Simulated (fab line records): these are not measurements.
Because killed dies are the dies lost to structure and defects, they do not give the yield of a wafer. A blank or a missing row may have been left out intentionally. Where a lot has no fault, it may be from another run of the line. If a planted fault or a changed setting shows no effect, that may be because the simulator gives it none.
A struck lot beside a sound one / flow n5_finfet / 30 steps out of a route of 1938
Sound: the wafers L511.1, L511.4, L511.5. Struck: wafers L514.3, L514.4. (L514.2 of the same lot was not struck and is left out.) The cause comes at the end.
At each step with rows: each side's tool, then ch and its chambers, then its first start. Under that, the readings that differ: sound wafers / struck wafers / difference of the means / sigmas: that difference in standard deviations of wafers without a fault.
alike: words and numbers the same on both sides, and readings whose means are apart by under 2 such deviations; not compared: readings that were withheld, readings missing a value for some wafer, numbers with overlapping values and no deviation given by the record, and bounds like >300 which may hide the same value.
The two part at a step that has a row with sigmas, a row that says differs or no value, or rows on one side only. Non-overlapping numbers with no deviation appear without sigmas and do not part them. A reading that every wafer of one side lacks parts them only if that side has two wafers or more.

first, 6 steps without rows for these wafers: N5_FIN_SAQP_PRECLEAN_42 (cleans in O3/DIW, time 60 s); N5_FIN_SAQP_PRECLEAN_00 (cleans in SC1, time 60 s); N5_FIN_SAQP_PRECLEAN_44 (cleans in SC2, time 45 s); N5_FIN_SAQP_SRD_01 (time 30 s); N5_FIN_SAQP_ALD_61 (deposits SiO2, target thk 4 nm, pulse time 1 s, purge time 2 s); N5_FIN_SAQP_DENSIFY_62 (time 60 s).
N5_FIN_SAQP_HM_DEP_03: deposits SiNx from SiH4/NH3/N2, target thk 38 nm, time 33.6 s.
  sound on pecvd-02 ch 0,1,2, day 4 09:10; struck on pecvd-03 ch 0,2, day 5 02:38
reading=showerhead_plenum_p_Torr (Torr); sound=5.05 5.09 5.07; struck=5.30 5.28; difference=+0.22; sigmas=+2
  alike: heater_power_w, throttle_valve_pct
N5_FIN_SAQP_THK_MEAS_05:
  sound on film_metro-01, day 4 09:15; struck on film_metro-01, day 5 02:45
  alike: thk_nm
N5_FIN_SAQP_PECVD_47: deposits a-Si from SiH4/He, target thk 45 nm, time 36.3 s.
  sound on pecvd-03 ch 0,2, day 4 09:17; struck on pecvd-01 ch 2, day 5 02:47
  alike: heater_power_w, showerhead_plenum_p_Torr, throttle_valve_pct
then, 2 steps without rows for these wafers: N5_FIN_SAQP_PECVD_48 (deposits SiNx from SiH4/NH3/N2, target thk 25 nm, time 22.1 s); N5_FIN_SAQP_PECVD_06 (deposits a-Si from SiH4/He, target thk 60 nm, time 48.1 s).
N5_FIN_SAQP_THK_MEAS_07:
  sound on film_metro-02, day 4 09:28; struck on film_metro-01, day 5 02:57
  alike: thk_nm
N5_FIN_SAQP_HM_DEP_72: deposits SiO2 from SiH4/N2O, target thk 12 nm, time 7.2 s.
  sound on pecvd-01 ch 0,1, day 4 09:29; struck on pecvd-02 ch 1,2, day 5 02:59
reading=model.SiO2_of_FIN_SAQP_HM_DEP_72.thk_nm (nm); sound=11.78 11.92 11.81; struck=8.061 8.56; difference=-3.526; sigmas=
  alike: heater_power_w, showerhead_plenum_p_Torr
then, 8 steps without rows for these wafers: N5_FIN_SAQP_COAT_49 (time 60 s, resist thk 100 nm); N5_FIN_SAQP_COAT_50 (time 60 s, resist thk 35 nm); N5_FIN_SAQP_COAT_10 (resist thk 90 nm); N5_FIN_SAQP_EBR_12; N5_FIN_SAQP_SOFTBAKE_11 (time 60 s); N5_FIN_SAQP_EXPOSE_13 (exposes mask FIN CORE, target cd 35.6 nm); N5_FIN_SAQP_PEB_14 (peb time 60 s); N5_FIN_SAQP_DEVELOP_15 (develop time 30 s).
N5_FIN_SAQP_CD_MEAS_16: the cd target is 35.6 nm.
  sound on cd_sem-02 ch 0, day 4 09:49; struck on cd_sem-03 ch 0, day 5 03:26
  alike: cd_nm
N5_FIN_SAQP_OVL_MEAS_17:
  sound on overlay-02 ch 0, day 4 09:52; struck on overlay-02 ch 0, day 5 03:29
  alike: FIN_CORE_OVL
N5_FIN_SAQP_INSPECT_18: inspects for defects (brightfield).
  sound on defect_inspect-01, day 4 09:53; struck on defect_inspect-02, day 5 03:30
  alike: raw_defect_count
N5_FIN_SAQP_DESCUM_21: chemistry O2, time 7.9 s.
  sound on rie_diel-02 ch 0,3, day 4 09:55; struck on rie_diel-06 ch 0, day 5 03:46
reading=rf_vpp_V (V); sound=243.0 244.4 243.1; struck=239.9 239.8; difference=-3.6; sigmas=-4
reading=showerhead_plenum_p_Torr (Torr); sound=2.07 2.07 2.07; struck=1.99 1.99; difference=-0.08; sigmas=-2
  alike: chamber_pressure_mTorr, drypump_motor_current_A, oes_product_au, throttle_valve_pct
  not compared: rf_hours_counter_h
N5_FIN_SAQP_ETCH_51: etches SiARC in CF4, target depth 45.5 nm, time 75.8 s.
  sound on rie_diel-02 ch 0,3, day 4 09:57; struck on rie_diel-06 ch 0, day 5 03:48
reading=showerhead_plenum_p_Torr (Torr); sound=2.10 2.10 2.14; struck=2.04 2.04; difference=-0.07; sigmas=-2
  alike: chamber_pressure_mTorr, drypump_motor_current_A, etch_rf_on_time_s, oes_product_au, rf_vpp_V, throttle_valve_pct
  not compared: rf_hours_counter_h
N5_FIN_SAQP_ETCH_52: etches SOC in N2/H2, target depth 100 nm, overetch 20 nm, time 150 s.
  sound on rie_diel-02 ch 0,3, day 4 10:01; struck on rie_diel-06 ch 0, day 5 03:52
  alike: chamber_pressure_mTorr, drypump_motor_current_A, oes_product_au, rf_vpp_V, showerhead_plenum_p_Torr, throttle_valve_pct
  not compared: rf_hours_counter_h
then, 1 step without rows for these wafers: N5_FIN_SAQP_STRIP_53 (strips in N2/H2).
N5_FIN_SAQP_HM_OPEN_73: chemistry CHF3/O2, target SiO2, stops on a-Si, target depth 12 nm, time 16.8 s.
  sound on rie_diel-02 ch 0,3, day 4 10:07; struck on rie_diel-06 ch 0, day 5 03:58
reading=oes_product_au (a.u.); sound=0.55 0.56 0.43; struck=0.39 0.39; difference=-0.12; sigmas=-2
reading=throttle_valve_pct (%); sound=18.53 18.54 19.00; struck=19.18 19.19; difference=+0.50; sigmas=+2
reading=model.etch.depth_nm (nm); sound=11.78 11.92 11.81; struck=8.061 8.56; difference=-3.526; sigmas=
  alike: chamber_pressure_mTorr, drypump_motor_current_A, rf_vpp_V, showerhead_plenum_p_Torr
  not compared: rf_hours_counter_h
then, 1 step without rows for these wafers: N5_FIN_SAQP_STRIP_74 (strips in CHF3/O2).

== WHERE THEY PART ==
At N5_FIN_SAQP_HM_DEP_03 first; at N5_FIN_SAQP_HM_OPEN_73 last (within this record only).

WHY: the cause the simulator had injected
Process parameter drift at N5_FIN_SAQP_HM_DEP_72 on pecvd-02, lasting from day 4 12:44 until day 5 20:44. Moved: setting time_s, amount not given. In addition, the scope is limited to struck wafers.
